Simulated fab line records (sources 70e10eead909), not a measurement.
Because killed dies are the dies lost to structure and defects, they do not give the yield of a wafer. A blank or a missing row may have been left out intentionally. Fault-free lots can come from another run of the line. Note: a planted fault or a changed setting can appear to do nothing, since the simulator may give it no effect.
Chamber matching :: flow nandHarc :: rieDiel-05 running NHARC_P_CONTACT_ETCH_35: 4 sister chambers
The step etches the open film in CF4, target depth 39 nm, time 65 s. 4 wafers are shown with their chamber, then 9 later ones without.

## EACH WAFER AND ITS CHAMBER
wafer: L081.4
chamber: 0
drypumpMotorCurrentA (A): 6.4

wafer: L090.1
chamber: 2
drypumpMotorCurrentA (A): 5.5

wafer: L090.3
chamber: 3
drypumpMotorCurrentA (A): 5.5

wafer: L090.5
chamber: 1
drypumpMotorCurrentA (A): 4.9

## WAFERS WITH NO CHAMBER GIVEN
wafer: L092.3
drypumpMotorCurrentA (A): 4.9

wafer: L092.4
drypumpMotorCurrentA (A): 6.3

wafer: L092.6
drypumpMotorCurrentA (A): 5.6

wafer: L094.1
drypumpMotorCurrentA (A): 5.5

wafer: L094.3
drypumpMotorCurrentA (A): 4.9

wafer: L094.4
drypumpMotorCurrentA (A): 5.6

wafer: L097.2
drypumpMotorCurrentA (A): 6.3

wafer: L097.4
drypumpMotorCurrentA (A): 5.5

wafer: L097.5
drypumpMotorCurrentA (A): 5.5

## CHAMBER TAKEN BY EACH
wafer: L092.3
from the rows above: 1
in truth: 1

wafer: L092.4
from the rows above: 0
in truth: 0

wafer: L092.6
from the rows above: can't be placed: 2 or 3
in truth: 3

wafer: L094.1
from the rows above: can't be placed: 2 or 3
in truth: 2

wafer: L094.3
from the rows above: 1
in truth: 1

wafer: L094.4
from the rows above: can't be placed: 2 or 3
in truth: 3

wafer: L097.2
from the rows above: 0
in truth: 0

wafer: L097.4
from the rows above: can't be placed: 2 or 3
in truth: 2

wafer: L097.5
from the rows above: can't be placed: 2 or 3
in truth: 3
Correct placement for 4 of the 9. Cannot be placed on the basis of these rows: 5; the candidates contain the true chamber in 5. Placed wrongly: 0.
How it was worked out, from the rows above alone: a wafer's distance from a chamber is the root of the sum, over the readings, of the square of ((its reading less the chamber's mean) divided by the reading's scatter). The wafer belongs to the nearest chamber; if the next one is less than 2 further off, it can't be placed. Each chamber's mean is taken over the wafers shown for it. The scatter: root of mean squared gap, hidden wafer to nearest shown wafer, with one shown wafer a chamber.
